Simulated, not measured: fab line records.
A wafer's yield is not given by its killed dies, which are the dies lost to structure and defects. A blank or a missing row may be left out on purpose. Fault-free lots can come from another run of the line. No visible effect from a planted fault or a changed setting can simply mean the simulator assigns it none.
Matching of chambers -- flow n5Finfet -- pecvd-03 running N5_BEOL_M2_PECVD_72: 3 sister chambers
The step deposits SiO2 from TEOS/O2, target thk 16 nm, time 18 s. 24 wafers are shown with their chamber, then 12 later ones without.

## EACH WAFER AND ITS CHAMBER
wafer,chamber,showerheadPlenumPTorr (Torr),throttleValvePct (%),heaterPowerW (W)
L077.2,0,8.72,22.9,683
L077.5,0,8.74,23.1,682
L077.6,1,8.83,22.0,734
L078.1,2,8.82,21.6,637
L078.2,0,8.71,22.9,675
L078.4,0,8.73,22.8,702
L081.2,2,8.81,21.6,704
L081.4,0,8.74,23.3,638
L081.5,2,8.81,21.5,698
L084.2,0,8.74,22.8,601
L084.5,2,8.80,21.9,694
L084.6,1,8.84,22.2,728
L085.1,1,8.86,21.8,724
L085.4,0,8.74,22.9,644
L085.5,1,8.84,22.2,738
L086.2,0,8.74,23.0,697
L086.4,2,8.84,21.9,661
L086.6,0,8.75,22.8,678
L089.2,2,8.82,22.0,720
L089.3,1,8.85,22.1,746
L089.5,0,8.72,22.7,703
L090.2,2,8.84,22.0,666
L090.3,0,8.74,23.0,678
L090.4,0,8.72,23.0,684

SIGNATURES (averages over the wafers above)
reading,chamber 0,chamber 1,chamber 2,scatter within a chamber
showerheadPlenumPTorr,8.7325,8.8440,8.8200,0.013
throttleValvePct,22.933,22.060,21.786,0.178
heaterPowerW,672.08,734.00,682.86,27
Rule: for each reading, subtract the chamber's mean from the wafer's reading, divide by that reading's scatter and square the result; add these up over the readings and take the root, which gives the wafer's distance from the chamber. The wafer belongs to the nearest chamber; if the next one is less than 2 further off, it can't be placed. The scatter: take each reading less its chamber's mean, square it, sum over the shown wafers, divide by the number of wafers less the number of chambers, and take the root.

## WAFERS MISSING THEIR CHAMBER
wafer,showerheadPlenumPTorr (Torr),throttleValvePct (%),heaterPowerW (W)
L091.3,8.81,22.0,701
L091.4,8.81,22.0,751
L091.6,8.76,23.0,707
L092.1,8.76,23.0,590
L092.2,8.85,22.1,692
L092.5,8.72,22.5,600
L095.1,8.80,22.1,637
L095.4,8.82,22.1,622
L095.5,8.84,22.2,625
L097.1,8.83,22.1,632
L097.3,8.76,23.0,662
L097.5,8.83,22.1,640

## CHAMBER TAKEN BY EACH
wafer,from the rows above,in truth
L091.3,can't be placed: 2 or 1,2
L091.4,can't be placed: 1 or 2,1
L091.6,0,0
L092.1,0,0
L092.2,can't be placed: 1 or 2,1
L092.5,0,0
L095.1,2,2
L095.4,can't be placed: 2 or 1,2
L095.5,can't be placed: 2 or 1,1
L097.1,can't be placed: 2 or 1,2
L097.3,0,0
L097.5,can't be placed: 2 or 1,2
Placed correctly: 5 of 12. Cannot be placed on the basis of these rows: 7; the candidates contain the true chamber in 7. Number placed wrongly: 0.
